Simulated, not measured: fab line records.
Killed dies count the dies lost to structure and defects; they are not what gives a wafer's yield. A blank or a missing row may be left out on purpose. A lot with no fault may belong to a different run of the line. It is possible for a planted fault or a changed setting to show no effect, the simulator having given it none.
Matching of chambers -- flow nand_harc -- NHARC_A_SGD_CUT_CMP_21 on cmp-03 has 4 sister chambers
The step polishes, target thk 148.19 nm. 14 wafers are shown with their chamber, then 7 later ones without.

== WAFERS WITH THEIR CHAMBER ==
wafer,chamber,motor_current_A (A),slurry_filter_dp_kPa (kPa),time_to_endpoint_s (s)
L079.2,0,13.0,13.77,46
L079.3,2,10.6,13.41,50
L079.5,2,11.6,13.51,54
L082.4,0,13.4,13.54,43
L082.5,1,13.3,13.41,48
L082.6,2,11.1,13.38,49
L084.2,2,10.9,13.58,54
L084.3,1,13.7,13.43,51
L084.6,2,10.7,13.51,53
L088.1,1,13.8,13.42,54
L088.2,3,10.9,13.06,55
L088.4,0,13.4,13.38,47
L094.1,2,10.6,13.45,53
L094.3,0,13.1,13.59,47

SIGNATURES, as means of the wafers listed above
reading,chamber 0,chamber 1,chamber 2,chamber 3,scatter within a chamber
motor_current_A,13.225,13.600,10.917,10.900,0.319
slurry_filter_dp_kPa,13.5700,13.4200,13.4733,13.0600,0.102
time_to_endpoint_s,45.75,51.00,52.17,55.00,2.27
Rule: a wafer's distance from a chamber is the root of the sum, over the readings, of the square of ((its reading less the chamber's mean) divided by the reading's scatter). The wafer belongs to the nearest chamber; if the next one is less than 2 further off, it can't be placed. The scatter is the square root of a quotient: the sum, over the shown wafers, of each reading's squared deviation from its chamber's mean, divided by wafers minus chambers.

== WAFERS WITHOUT THEIR CHAMBER ==
wafer,motor_current_A (A),slurry_filter_dp_kPa (kPa),time_to_endpoint_s (s)
L094.5,13.3,13.52,48
L095.2,12.9,13.29,45
L095.4,11.1,13.55,56
L095.5,10.5,13.60,55
L097.2,12.7,13.51,45
L097.3,10.7,13.38,52
L097.6,10.3,13.68,55

== EACH ONE'S CHAMBER ==
wafer,from the rows above,in truth
L094.5,can't be placed: 0 or 1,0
L095.2,can't be placed: 0 or 1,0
L095.4,2,2
L095.5,2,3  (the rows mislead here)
L097.2,0,0
L097.3,2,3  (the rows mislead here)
L097.6,2,2
Correctly placed: 3 of 7. Not placeable from these rows: 2 (in 2, the candidates include the true chamber). Wrongly placed: 2.
